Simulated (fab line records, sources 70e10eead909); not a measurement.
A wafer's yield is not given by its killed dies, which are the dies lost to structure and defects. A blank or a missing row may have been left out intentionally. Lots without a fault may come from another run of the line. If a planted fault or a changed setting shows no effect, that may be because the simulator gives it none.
Matching of chambers -- flow nand-harc -- NHARC_A_CHANNEL_FILL_D1_ALD_16 on ald-hk-02 has 4 sister chambers
The step deposits SiO2, target thk 1.5 nm, pulse time 10 s, ald cycles 15. 7 wafers are shown with their chamber, then 8 later ones without.

## WAFERS WITH THEIR CHAMBER
wafer,chamber,heater-power-w (W),precursor-pulse-height-rel
L082.2,3,561,0.989
L085.5,3,561,0.996
L085.6,0,470,1.025
L087.2,2,531,1.024
L087.5,1,459,1.033
L087.6,2,542,0.998
L090.3,0,495,1.021

## WAFERS WITH NO CHAMBER GIVEN
wafer,heater-power-w (W),precursor-pulse-height-rel
L090.4,489,0.990
L090.6,547,0.999
L094.1,476,0.994
L094.2,513,1.000
L094.6,503,0.972
L096.2,501,1.013
L096.3,564,0.969
L096.4,487,1.015

## EACH ONE'S CHAMBER
wafer,from the rows above,in truth
L090.4,can't be placed: 0 or 2 or 1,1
L090.6,can't be placed: 3 or 2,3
L094.1,can't be placed: 0 or 1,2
L094.2,can't be placed: 2 or 0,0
L094.6,can't be placed: 2 or 0 or 3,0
L096.2,can't be placed: 0 or 2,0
L096.3,3,3
L096.4,0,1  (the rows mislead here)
1 of 8 placed correctly. Not placeable from these rows: 6 (in 5, the candidates include the true chamber). Number placed wrongly: 1.
How it was worked out, from the rows above alone: a wafer's distance from a chamber is the root of the sum, over the readings, of the square of ((its reading less the chamber's mean) divided by the reading's scatter). The wafer belongs to the nearest chamber; if the next one is less than 2 further off, it can't be placed. Each chamber's mean is taken over the wafers shown for it. The scatter: the root of (the sum of the squares of (reading less its chamber's mean) over the shown wafers, divided by (wafers less chambers)).
